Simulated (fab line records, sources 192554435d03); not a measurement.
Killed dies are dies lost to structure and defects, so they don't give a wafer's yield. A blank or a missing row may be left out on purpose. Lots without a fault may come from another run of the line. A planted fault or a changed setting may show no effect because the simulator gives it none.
Chamber matching | flow n5_finfet | N5_BEOL_M14_ETCH_59 on rie_diel-01: 4 sister chambers
The step etches BARC in N2/H2, target depth 89 nm, overetch 26.7 nm, time 67.9 s. 4 wafers are shown with their chamber, then 8 later ones without.

WAFERS WITH THEIR CHAMBER
wafer  | chamber | drypump_motor_current_A (A)
L077.5 | 3       | 5.7
L092.2 | 1       | 5.8
L092.5 | 2       | 5.0
L093.1 | 0       | 6.6

WAFERS WITHOUT THEIR CHAMBER
wafer  | drypump_motor_current_A (A)
L093.5 | 6.5
L093.6 | 5.7
L096.2 | 5.8
L096.4 | 5.0
L096.6 | 5.7
L097.2 | 5.1
L097.3 | 5.7
L097.4 | 5.7

WHICH CHAMBER EACH WENT THROUGH
wafer  | from the rows above | in truth
L093.5 | 0                   | 0
L093.6 | 3                   | 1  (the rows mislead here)
L096.2 | 1                   | 1
L096.4 | 2                   | 2
L096.6 | 3                   | 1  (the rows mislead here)
L097.2 | 2                   | 2
L097.3 | 3                   | 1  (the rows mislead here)
L097.4 | 3                   | 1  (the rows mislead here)
Placed correctly: 4 of 8. Can't be placed from these rows: 0. Placed wrongly: 4.
How it was worked out, from the rows above alone: a wafer's distance from a chamber is the root of the sum, over the readings, of the square of ((its reading less the chamber's mean) divided by the reading's scatter). The wafer belongs to the nearest chamber; if the next one is less than 2 further off, it can't be placed. A chamber's mean is the mean of its shown wafers. The scatter: with one shown wafer a chamber, the root of the mean of the squares of how far each hidden wafer lies from its nearest shown one.
